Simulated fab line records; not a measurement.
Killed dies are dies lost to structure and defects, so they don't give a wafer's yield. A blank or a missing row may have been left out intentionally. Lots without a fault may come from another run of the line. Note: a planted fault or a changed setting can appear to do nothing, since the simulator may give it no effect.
Matching of chambers || flow nand harc || NHARC_A_M1_ETCH_15 on rie diel-03: 4 sister chambers
The step etches the open film in C4F8/Ar, target depth 182.5 nm, time 91.2 s. 18 wafers are shown with their chamber, then 8 later ones without.

## WAFERS, EACH WITH ITS CHAMBER
{"wafer": "L637.2", "chamber": 0, "rf vpp V (V)": 439.1, "run length s (s)": 111.9, "oes product au (a.u.)": 0.927}
{"wafer": "L637.5", "chamber": 2, "rf vpp V (V)": 437.3, "run length s (s)": 112.9, "oes product au (a.u.)": 0.931}
{"wafer": "L637.6", "chamber": 1, "rf vpp V (V)": 440.7, "run length s (s)": 112.3, "oes product au (a.u.)": 0.918}
{"wafer": "L635.1", "chamber": 2, "rf vpp V (V)": 439.1, "run length s (s)": 112.5, "oes product au (a.u.)": 0.931}
{"wafer": "L635.2", "chamber": 1, "rf vpp V (V)": 440.5, "run length s (s)": 112.7, "oes product au (a.u.)": 0.937}
{"wafer": "L635.3", "chamber": 0, "rf vpp V (V)": 437.3, "run length s (s)": 111.9, "oes product au (a.u.)": 0.925}
{"wafer": "L636.1", "chamber": 1, "rf vpp V (V)": 440.2, "run length s (s)": 112.4, "oes product au (a.u.)": 0.954}
{"wafer": "L636.4", "chamber": 2, "rf vpp V (V)": 438.4, "run length s (s)": 112.5, "oes product au (a.u.)": 0.961}
{"wafer": "L636.5", "chamber": 1, "rf vpp V (V)": 440.9, "run length s (s)": 112.7, "oes product au (a.u.)": 0.954}
{"wafer": "L638.1", "chamber": 2, "rf vpp V (V)": 438.7, "run length s (s)": 112.4, "oes product au (a.u.)": 0.933}
{"wafer": "L638.3", "chamber": 1, "rf vpp V (V)": 439.9, "run length s (s)": 112.5, "oes product au (a.u.)": 0.919}
{"wafer": "L638.5", "chamber": 3, "rf vpp V (V)": 443.3, "run length s (s)": 112.8, "oes product au (a.u.)": 0.928}
{"wafer": "L641.2", "chamber": 1, "rf vpp V (V)": 440.0, "run length s (s)": 112.6, "oes product au (a.u.)": 0.957}
{"wafer": "L641.3", "chamber": 3, "rf vpp V (V)": 442.2, "run length s (s)": 113.1, "oes product au (a.u.)": 0.959}
{"wafer": "L641.6", "chamber": 3, "rf vpp V (V)": 442.1, "run length s (s)": 112.6, "oes product au (a.u.)": 0.964}
{"wafer": "L644.3", "chamber": 1, "rf vpp V (V)": 439.6, "run length s (s)": 113.0, "oes product au (a.u.)": 0.921}
{"wafer": "L644.4", "chamber": 0, "rf vpp V (V)": 439.1, "run length s (s)": 111.8, "oes product au (a.u.)": 0.923}
{"wafer": "L644.5", "chamber": 2, "rf vpp V (V)": 437.6, "run length s (s)": 113.0, "oes product au (a.u.)": 0.933}

SIGNATURES, as means of the wafers listed above
{"reading": "rf vpp V", "chamber 0": 438.500, "chamber 1": 440.257, "chamber 2": 438.220, "chamber 3": 442.533, "scatter within a chamber": 0.687}
{"reading": "run length s", "chamber 0": 111.867, "chamber 1": 112.600, "chamber 2": 112.660, "chamber 3": 112.833, "scatter within a chamber": 0.231}
{"reading": "oes product au", "chamber 0": 0.92500, "chamber 1": 0.93714, "chamber 2": 0.93780, "chamber 3": 0.95033, "scatter within a chamber": 0.0155}
Rule: distance of a wafer from a chamber = root of the sum over the readings of ((wafer's reading minus chamber's mean) / reading's scatter) squared. The wafer belongs to the nearest chamber; if the next one is less than 2 further off, it can't be placed. The scatter: take each reading less its chamber's mean, square it, sum over the shown wafers, divide by the number of wafers less the number of chambers, and take the root.

## WAFERS MISSING THEIR CHAMBER
{"wafer": "L648.1", "rf vpp V (V)": 438.3, "run length s (s)": 112.2, "oes product au (a.u.)": 0.974}
{"wafer": "L648.2", "rf vpp V (V)": 437.2, "run length s (s)": 112.4, "oes product au (a.u.)": 0.986}
{"wafer": "L647.1", "rf vpp V (V)": 442.8, "run length s (s)": 113.0, "oes product au (a.u.)": 0.949}
{"wafer": "L647.6", "rf vpp V (V)": 442.9, "run length s (s)": 112.6, "oes product au (a.u.)": 0.960}
{"wafer": "L650.1", "rf vpp V (V)": 440.0, "run length s (s)": 112.9, "oes product au (a.u.)": 0.973}
{"wafer": "L656.2", "rf vpp V (V)": 438.2, "run length s (s)": 112.7, "oes product au (a.u.)": 0.968}
{"wafer": "L656.4", "rf vpp V (V)": 443.1, "run length s (s)": 112.5, "oes product au (a.u.)": 0.960}
{"wafer": "L656.6", "rf vpp V (V)": 438.2, "run length s (s)": 112.7, "oes product au (a.u.)": 0.965}

## EACH ONE'S CHAMBER
{"wafer": "L648.1", "from the rows above": "can't be placed: 2 or 0 or 1", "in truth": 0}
{"wafer": "L648.2", "from the rows above": "can't be placed: 2 or 0 or 1", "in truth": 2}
{"wafer": "L647.1", "from the rows above": 3, "in truth": 3}
{"wafer": "L647.6", "from the rows above": 3, "in truth": 3}
{"wafer": "L650.1", "from the rows above": "can't be placed: 1 or 2 or 3", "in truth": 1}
{"wafer": "L656.2", "from the rows above": "can't be placed: 2 or 1", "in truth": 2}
{"wafer": "L656.4", "from the rows above": 3, "in truth": 3}
{"wafer": "L656.6", "from the rows above": "can't be placed: 2 or 1", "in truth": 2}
Placed correctly: 3 of 8. Not placeable from these rows: 5 (in 5, the candidates include the true chamber). 0 placed wrongly.
